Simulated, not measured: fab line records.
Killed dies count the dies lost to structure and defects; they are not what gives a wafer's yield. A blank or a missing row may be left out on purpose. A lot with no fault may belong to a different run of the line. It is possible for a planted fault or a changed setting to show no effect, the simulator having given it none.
fab line records / flow n5_finfet
record: lots: 6 wafers: 18 last_day: 18
route steps=1938 shown SD_EPI_N@288 SD_EPI_P@295
lots that met no fault: from a run of the same line without faults
start_h: the number of hours between the record's first day and the start of the first shown wafer of the lot / wait_h: hours since the lot's step before / " repeats the value in the row above / L1.1+2: a row that stands for several wafers / - no value, or no start was given / * or withheld: withheld / < > ~ a bound
route shown NAME@n: names a module that has steps shown in the file, with the first one's number in the route / usual: average and standard deviation across the fault-free wafers / same: alike in all rows / chamber/n: place in a boat / sites: readings site by site / _std_site: the values' standard deviation / _edge_site: mean of outer sites minus mean of inner sites / radius_mm: how far each site lies from the wafer's centre / mask NAME#n: copy n / behind: the tool/chamber that last shaped the wafer / hold: why the lot went on hold/how many hours it stayed there/how the hold came to an end / device: whichever transistor did not switch (one of n, p or np) / end of line: at the end of the route, the tests of the same wafers / a step with no rows: only its recipe / killed: count of dies lost to structure and defects at first sort (not the wafer's yield) / map: per-die view of a wafer (x killed, . not killed, _ where there is no die)
set.NAME: the setting as run; set.NAME@STEP: as run at that earlier step / model.NAME: the simulator's own value behind a step, which no gauge read
certain route steps with their lots: each step a table, each wafer a row
services: the hour from which a tool's chamber was out of use, counted from the record's first day as start_h (under 0 if before that day), plus the number of hours and why
== steps ==
step: N5_SD_EPI_N_EPI_21
recipe: material: Si:P dopant: P temp_c: 680 pressure_torr: 255 time_s: 690
step: N5_SD_EPI_N_EPI_MEAS_23
recipe: mode: xrd
usual: thk_nm: 59.3/1.2
lot.wafer=L170.2 tool=film_metro-02 chamber=- start_h=68.08 wait_h=1.2 thk_nm=59.5
lot.wafer=L170.3 tool=film_metro-02 chamber=- start_h=68.08 wait_h=1.2 thk_nm=61.3
lot.wafer=L170.5 tool=film_metro-02 chamber=- start_h=68.08 wait_h=1.2 thk_nm=59.3
lot.wafer=L174.4 tool=film_metro-02 chamber=- start_h=86.70 wait_h=0.6 thk_nm=60.2
lot.wafer=L174.5 tool=film_metro-02 chamber=- start_h=86.70 wait_h=0.6 thk_nm=59.0
lot.wafer=L174.6 tool=film_metro-02 chamber=- start_h=86.70 wait_h=0.6 thk_nm=60.4
lot.wafer=L186.1 tool=film_metro-01 chamber=- start_h=166.42 wait_h=1.4 thk_nm=60.7
lot.wafer=L186.3 tool=film_metro-01 chamber=- start_h=166.42 wait_h=1.4 thk_nm=58.1
lot.wafer=L186.5 tool=film_metro-01 chamber=- start_h=166.42 wait_h=1.4 thk_nm=58.8
lot.wafer=L187.2 tool=film_metro-01 chamber=- start_h=166.67 wait_h=1.2 thk_nm=59.4
lot.wafer=L187.3 tool=film_metro-01 chamber=- start_h=166.67 wait_h=1.2 thk_nm=59.1
lot.wafer=L187.5 tool=film_metro-01 chamber=- start_h=166.67 wait_h=1.2 thk_nm=59.7
lot.wafer=L190.1 tool=film_metro-01 chamber=- start_h=188.87 wait_h=1.9 thk_nm=60.3
lot.wafer=L190.4 tool=film_metro-01 chamber=- start_h=188.87 wait_h=1.9 thk_nm=59.4
lot.wafer=L190.6 tool=film_metro-01 chamber=- start_h=188.87 wait_h=1.9 thk_nm=57.9
lot.wafer=L191.1 tool=film_metro-02 chamber=- start_h=190.71 wait_h=1.4 thk_nm=59.3
lot.wafer=L191.3 tool=film_metro-02 chamber=- start_h=190.71 wait_h=1.4 thk_nm=59.0
lot.wafer=L191.6 tool=film_metro-02 chamber=- start_h=190.71 wait_h=1.4 thk_nm=59.6
step: N5_SD_EPI_N_PRECLEAN_24
recipe: chemistry: O3/DIW time_s: 60 temp_c: 22 o3_ppm: 10
step: N5_SD_EPI_N_SRD_25
recipe: time_s: 30 temp_c: 23 rinse_liquid: diw dry: ipa_marangoni
step: N5_SD_EPI_N_PRECLEAN_49
recipe: chemistry: NF3:NH3 afs_cycles: 1 temp_c: 30 time_s: 20 sublimation_temp_c: 180 sublimation_time_s: 60 pressure_torr: 3 rf_power_w: 30
step: N5_SD_EPI_N_LINER_46
recipe: material: SiNx target_thk_a: 30 temp_c: 400 ald_precursor_family: SiH2I2 ald_co_reactant: N2/H2-plasma pressure_torr: 2
usual: heater_power_w: 867/89
lot.wafer=L170.2 tool=ald_sin-03 chamber=2 start_h=68.71 wait_h=0.5 heater_power_w=886
lot.wafer=L170.3 tool=ald_sin-03 chamber=1 start_h=68.71 wait_h=0.5 heater_power_w=712
lot.wafer=L170.5 tool=ald_sin-03 chamber=3 start_h=68.71 wait_h=0.5 heater_power_w=931
lot.wafer=L174.4 tool=ald_sin-03 chamber=3 start_h=89.14 wait_h=2.2 heater_power_w=927
lot.wafer=L174.5 tool=ald_sin-03 chamber=3 start_h=89.14 wait_h=2.2 heater_power_w=934
lot.wafer=L174.6 tool=ald_sin-03 chamber=2 start_h=89.14 wait_h=2.2 heater_power_w=903
lot.wafer=L186.1 tool=ald_sin-01 chamber=0 start_h=166.73 wait_h=0.2 heater_power_w=1013
lot.wafer=L186.3 tool=ald_sin-01 chamber=1 start_h=166.73 wait_h=0.2 heater_power_w=918
lot.wafer=L186.5 tool=ald_sin-01 chamber=3 start_h=166.73 wait_h=0.2 heater_power_w=736
lot.wafer=L187.2 tool=ald_sin-04 chamber=0 start_h=166.99 wait_h=0.1 heater_power_w=828
lot.wafer=L187.3 tool=ald_sin-04 chamber=3 start_h=166.99 wait_h=0.1 heater_power_w=914
lot.wafer=L187.5 tool=ald_sin-04 chamber=3 start_h=166.99 wait_h=0.1 heater_power_w=913
lot.wafer=L190.1 tool=ald_sin-01 chamber=1 start_h=189.17 wait_h=0.2 heater_power_w=891
lot.wafer=L190.4 tool=ald_sin-01 chamber=0 start_h=189.17 wait_h=0.2 heater_power_w=1017
lot.wafer=L190.6 tool=ald_sin-01 chamber=3 start_h=189.17 wait_h=0.2 heater_power_w=741
lot.wafer=L191.1 tool=ald_sin-04 chamber=0 start_h=191.02 wait_h=0.2 heater_power_w=830
lot.wafer=L191.3 tool=ald_sin-04 chamber=2 start_h=191.02 wait_h=0.2 heater_power_w=825
lot.wafer=L191.6 tool=ald_sin-04 chamber=0 start_h=191.02 wait_h=0.2 heater_power_w=829
step: N5_SD_EPI_N_INSPECT_26
recipe: inspect_instrument: darkfield mode: post_epi
usual: raw_defect_count: 220/49
lot.wafer=L170.2 tool=defect_inspect-02 chamber=- start_h=70.23 wait_h=1.4 raw_defect_count=256
lot.wafer=L170.3 tool=defect_inspect-02 chamber=- start_h=70.23 wait_h=1.4 raw_defect_count=244
lot.wafer=L170.5 tool=defect_inspect-02 chamber=- start_h=70.23 wait_h=1.4 raw_defect_count=320
lot.wafer=L174.4 tool=defect_inspect-01 chamber=- start_h=89.39 wait_h=0.1 raw_defect_count=169
lot.wafer=L174.5 tool=defect_inspect-01 chamber=- start_h=89.39 wait_h=0.1 raw_defect_count=200
lot.wafer=L174.6 tool=defect_inspect-01 chamber=- start_h=89.39 wait_h=0.1 raw_defect_count=216
lot.wafer=L186.1 tool=defect_inspect-01 chamber=- start_h=166.98 wait_h=0.1 raw_defect_count=244
lot.wafer=L186.3 tool=defect_inspect-01 chamber=- start_h=166.98 wait_h=0.1 raw_defect_count=212
lot.wafer=L186.5 tool=defect_inspect-01 chamber=- start_h=166.98 wait_h=0.1 raw_defect_count=320
lot.wafer=L187.2 tool=defect_inspect-02 chamber=- start_h=167.24 wait_h=0.1 raw_defect_count=165
lot.wafer=L187.3 tool=defect_inspect-02 chamber=- start_h=167.24 wait_h=0.1 raw_defect_count=202
lot.wafer=L187.5 tool=defect_inspect-02 chamber=- start_h=167.24 wait_h=0.1 raw_defect_count=184
lot.wafer=L190.1 tool=defect_inspect-02 chamber=- start_h=189.42 wait_h=0.1 raw_defect_count=207
lot.wafer=L190.4 tool=defect_inspect-02 chamber=- start_h=189.42 wait_h=0.1 raw_defect_count=311
lot.wafer=L190.6 tool=defect_inspect-02 chamber=- start_h=189.42 wait_h=0.1 raw_defect_count=215
lot.wafer=L191.1 tool=defect_inspect-02 chamber=- start_h=191.27 wait_h=0.1 raw_defect_count=232
lot.wafer=L191.3 tool=defect_inspect-02 chamber=- start_h=191.27 wait_h=0.1 raw_defect_count=217
lot.wafer=L191.6 tool=defect_inspect-02 chamber=- start_h=191.27 wait_h=0.1 raw_defect_count=205
step: N5_SD_EPI_P_COAT_34
recipe: resist: SOC temp_c: 250 time_s: 60 spin_rpm: 1500 resist_thk_nm: 350
step: N5_SD_EPI_P_COAT_35
recipe: resist: SiARC temp_c: 220 time_s: 60 spin_rpm: 1500 resist_thk_nm: 35
step: N5_SD_EPI_P_COAT_03
recipe: resist: CAR-ArF-block spin_rpm: 1500 resist_thk_nm: 150
step: N5_SD_EPI_P_EBR_05
recipe: solvent: PGMEA ebr_width_mm: 1.5
step: N5_SD_EPI_P_SOFTBAKE_04
recipe: temp_c: 110 time_s: 60 resist: CAR-ArF-block
step: N5_SD_EPI_P_EXPOSE_06
recipe: mask_id: SD_P_BLK na: 1.35 source_shape: conventional sigma_outer: 0.8 polarization: unpolarized target_cd_nm: 240 dose_mj: 39.5
usual: exposure_dose_mJ_cm2: 39.47/0.045 focus_offset_nm: -0.1/0.53
lot.wafer=L170.2 tool=arfi_scanner-02 chamber=0 start_h=70.51 wait_h=- mask=SD_P_BLK#0 exposure_dose_mJ_cm2=39.48 focus_offset_nm=-0.8
lot.wafer=L170.3 tool=arfi_scanner-02 chamber=0 start_h=70.51 wait_h=- mask=SD_P_BLK#0 exposure_dose_mJ_cm2=39.50 focus_offset_nm=-0.2
lot.wafer=L170.5 tool=arfi_scanner-02 chamber=0 start_h=70.51 wait_h=- mask=SD_P_BLK#0 exposure_dose_mJ_cm2=39.47 focus_offset_nm=1.1
lot.wafer=L174.4 tool=arfi_scanner-03 chamber=0 start_h=89.56 wait_h=- mask=SD_P_BLK#0 exposure_dose_mJ_cm2=39.40 focus_offset_nm=0.9
lot.wafer=L174.5 tool=arfi_scanner-03 chamber=0 start_h=89.56 wait_h=- mask=SD_P_BLK#0 exposure_dose_mJ_cm2=39.43 focus_offset_nm=0.4
lot.wafer=L174.6 tool=arfi_scanner-03 chamber=0 start_h=89.56 wait_h=- mask=SD_P_BLK#0 exposure_dose_mJ_cm2=39.42 focus_offset_nm=0.4
lot.wafer=L186.1 tool=arfi_scanner-01 chamber=- start_h=167.25 wait_h=- mask=SD_P_BLK#0 exposure_dose_mJ_cm2=- focus_offset_nm=-
lot.wafer=L186.3 tool=arfi_scanner-01 chamber=- start_h=167.25 wait_h=- mask=SD_P_BLK#0 exposure_dose_mJ_cm2=- focus_offset_nm=-
lot.wafer=L186.5 tool=arfi_scanner-01 chamber=- start_h=167.25 wait_h=- mask=SD_P_BLK#0 exposure_dose_mJ_cm2=- focus_offset_nm=-
lot.wafer=L187.2 tool=arfi_scanner-02 chamber=- start_h=167.52 wait_h=- mask=SD_P_BLK#0 exposure_dose_mJ_cm2=- focus_offset_nm=-
lot.wafer=L187.3 tool=arfi_scanner-02 chamber=- start_h=167.52 wait_h=- mask=SD_P_BLK#0 exposure_dose_mJ_cm2=- focus_offset_nm=-
lot.wafer=L187.5 tool=arfi_scanner-02 chamber=- start_h=167.52 wait_h=- mask=SD_P_BLK#0 exposure_dose_mJ_cm2=- focus_offset_nm=-
lot.wafer=L190.1 tool=arfi_scanner-03 chamber=0 start_h=189.57 wait_h=- mask=SD_P_BLK#0 exposure_dose_mJ_cm2=39.47 focus_offset_nm=0.3
lot.wafer=L190.4 tool=arfi_scanner-03 chamber=0 start_h=189.57 wait_h=- mask=SD_P_BLK#0 exposure_dose_mJ_cm2=39.52 focus_offset_nm=0.1
lot.wafer=L190.6 tool=arfi_scanner-03 chamber=0 start_h=189.57 wait_h=- mask=SD_P_BLK#0 exposure_dose_mJ_cm2=39.51 focus_offset_nm=0.3
lot.wafer=L191.1 tool=arfi_scanner-02 chamber=0 start_h=191.54 wait_h=- mask=SD_P_BLK#0 exposure_dose_mJ_cm2=39.44 focus_offset_nm=0.5
lot.wafer=L191.3 tool=arfi_scanner-02 chamber=0 start_h=191.54 wait_h=- mask=SD_P_BLK#0 exposure_dose_mJ_cm2=39.36 focus_offset_nm=0.2
lot.wafer=L191.6 tool=arfi_scanner-02 chamber=0 start_h=191.54 wait_h=- mask=SD_P_BLK#0 exposure_dose_mJ_cm2=39.42 focus_offset_nm=0.0
step: N5_SD_EPI_P_PEB_07
recipe: peb_temp_c: 110 peb_time_s: 60 resist: CAR-ArF-block
== services ==
tool=arfi_scanner-01 chamber=- start_h=47.47 hours=4.9 kind=pm
tool=arfi_scanner-02 chamber=- start_h=48.30 hours=4.9 kind=pm
tool=arfi_scanner-03 chamber=0 start_h=62.78 hours=- kind=calibration
tool=arfi_scanner-02 chamber=- start_h=73.40 hours=1.3 kind=pm
tool=ald_sin-04 chamber=- start_h=79.54 hours=14.6 kind=pm
tool=arfi_scanner-02 chamber=- start_h=81.38 hours=0.8 kind=pm
tool=arfi_scanner-01 chamber=- start_h=84.88 hours=0.8 kind=pm
tool=ald_sin-01 chamber=- start_h=85.29 hours=14.0 kind=pm
tool=arfi_scanner-01 chamber=- start_h=92.57 hours=0.8 kind=repair
tool=arfi_scanner-02 chamber=- start_h=93.67 hours=2.2 kind=repair
tool=ald_sin-04 chamber=- start_h=95.57 hours=0.2 kind=repair
tool=arfi_scanner-02 chamber=- start_h=96.36 hours=1.0 kind=pm
tool=arfi_scanner-02 chamber=- start_h=100.70 hours=0.8 kind=pm
tool=arfi_scanner-03 chamber=- start_h=102.50 hours=0.8 kind=pm
tool=ald_sin-04 chamber=3 start_h=103.49 hours=7.6 kind=repair
tool=arfi_scanner-01 chamber=- start_h=125.65 hours=1.3 kind=pm
tool=arfi_scanner-03 chamber=- start_h=132.96 hours=16.1 kind=repair
tool=arfi_scanner-03 chamber=- start_h=155.90 hours=1.3 kind=pm
tool=arfi_scanner-01 chamber=- start_h=160.12 hours=6.7 kind=repair
tool=arfi_scanner-03 chamber=- start_h=173.28 hours=4.9 kind=pm
tool=ald_sin-04 chamber=- start_h=176.75 hours=14.0 kind=pm
tool=arfi_scanner-03 chamber=- start_h=185.51 hours=1.0 kind=pm
tool=arfi_scanner-02 chamber=- start_h=189.07 hours=0.7 kind=repair
tool=arfi_scanner-01 chamber=- start_h=190.00 hours=1.0 kind=pm
== key ==
first_sign: step: N5_SD_EPI_P_EXPOSE_06 reading: tool_record direction: missing
effect none on later readings
met_at N5_SD_EPI_P_EXPOSE_06
struck_wafers L186.1,L186.3,L186.5,L187.2,L187.3,L187.5
later_rows_left_out L186.1,L186.3,L186.5,L187.2,L187.3,L187.5
sort_left_out L186.1,L186.3,L186.5,L187.2,L187.3,L187.5
tester_left_out L186,L187
onset_between 70.51 167.25
fault: kind: skipped_step_whole tool: arfi_scanner-01,arfi_scanner-02 chamber: - onset_h: 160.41 steps: N5_SD_EPI_P_EXPOSE_06 scope: struck_lots_only
tester_left_out: of these lots the tester's yield and bins aren't shown, on N5 and GAA mostly nor the transistor test; their killed dies are dies lost to structure and defects alone, not to doping, threshold or leakage, so they don't give the yield
sort_left_out: the simulated sort isn't trusted on such a fault, so these wafers' sort isn't shown, and their yield isn't known
later_rows_left_out: the simulator's readings of these wafers behind a module that went badly wrong aren't trusted and aren't shown, but for the sort
